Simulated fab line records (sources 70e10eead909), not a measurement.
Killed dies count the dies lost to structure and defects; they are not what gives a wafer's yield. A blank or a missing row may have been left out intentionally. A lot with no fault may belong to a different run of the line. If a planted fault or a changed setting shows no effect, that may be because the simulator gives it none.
Matching of chambers + flow nandHarc + NHARC_A_CHANNEL_FILL_D1_CMP_10 on cmp-01 has 4 sister chambers
The step polishes, target thk 150 nm. 18 wafers are shown with their chamber, then 9 later ones without.

== EACH WAFER AND ITS CHAMBER ==
| wafer  | chamber | motorCurrentA (A) | timeToEndpointS (s) |
|--------|---------|-------------------|---------------------|
| L078.3 | 0       | 12.7              | 14.5                |
| L078.4 | 1       | 11.0              | 16.2                |
| L078.5 | 0       | 11.9              | 14.0                |
| L082.2 | 2       | 11.2              | 16.1                |
| L082.4 | 3       | 12.1              | 17.2                |
| L082.5 | 0       | 11.6              | 13.9                |
| L084.3 | 1       | 11.2              | 14.9                |
| L084.4 | 2       | 11.8              | 15.3                |
| L084.6 | 2       | 11.2              | 17.7                |
| L085.2 | 1       | 11.3              | 16.0                |
| L085.3 | 2       | 10.8              | 18.6                |
| L085.5 | 3       | 11.9              | 16.5                |
| L086.4 | 3       | 11.5              | 16.2                |
| L086.5 | 0       | 11.7              | 15.6                |
| L086.6 | 1       | 11.5              | 17.0                |
| L091.3 | 0       | 12.4              | 12.7                |
| L091.4 | 3       | 11.3              | 12.7                |
| L091.5 | 2       | 12.0              | 12.9                |

SIGNATURES, as means of the wafers listed above
| reading         | chamber 0 | chamber 1 | chamber 2 | chamber 3 | scatter within a chamber |
|-----------------|-----------|-----------|-----------|-----------|--------------------------|
| motorCurrentA   | 12.060    | 11.250    | 11.400    | 11.700    | 0.412                    |
| timeToEndpointS | 14.140    | 16.025    | 16.120    | 15.650    | 1.66                     |
Rule: a wafer's distance from a chamber is the root of the sum, over the readings, of the square of ((its reading less the chamber's mean) divided by the reading's scatter). The wafer belongs to the nearest chamber; if the next one is less than 2 further off, it can't be placed. The scatter: the root of (the sum of the squares of (reading less its chamber's mean) over the shown wafers, divided by (wafers less chambers)).

== WAFERS WITH NO CHAMBER GIVEN ==
| wafer  | motorCurrentA (A) | timeToEndpointS (s) |
|--------|-------------------|---------------------|
| L092.3 | 11.9              | 14.1                |
| L092.4 | 12.4              | 14.3                |
| L092.5 | 11.4              | 13.5                |
| L096.2 | 11.9              | 14.3                |
| L096.4 | 10.7              | 14.9                |
| L096.5 | 11.9              | 15.0                |
| L097.1 | 11.8              | 10.5                |
| L097.3 | 11.4              | 13.1                |
| L097.5 | 12.1              | 13.0                |

== CHAMBER TAKEN BY EACH ==
| wafer  | from the rows above               | in truth |
|--------|-----------------------------------|----------|
| L092.3 | can't be placed: 0 or 3 or 2 or 1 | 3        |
| L092.4 | can't be placed: 0 or 3 or 2      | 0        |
| L092.5 | can't be placed: 3 or 1 or 2 or 0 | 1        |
| L096.2 | can't be placed: 0 or 3 or 2 or 1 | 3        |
| L096.4 | can't be placed: 1 or 2 or 3 or 0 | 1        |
| L096.5 | can't be placed: 3 or 0 or 2 or 1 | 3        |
| L097.1 | can't be placed: 0 or 3 or 2 or 1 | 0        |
| L097.3 | can't be placed: 3 or 0 or 1 or 2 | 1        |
| L097.5 | can't be placed: 0 or 3 or 2      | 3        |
Placed correctly: 0 of 9. Can't be placed from these rows: 9 (the true chamber is among the candidates in 9). 0 placed wrongly.
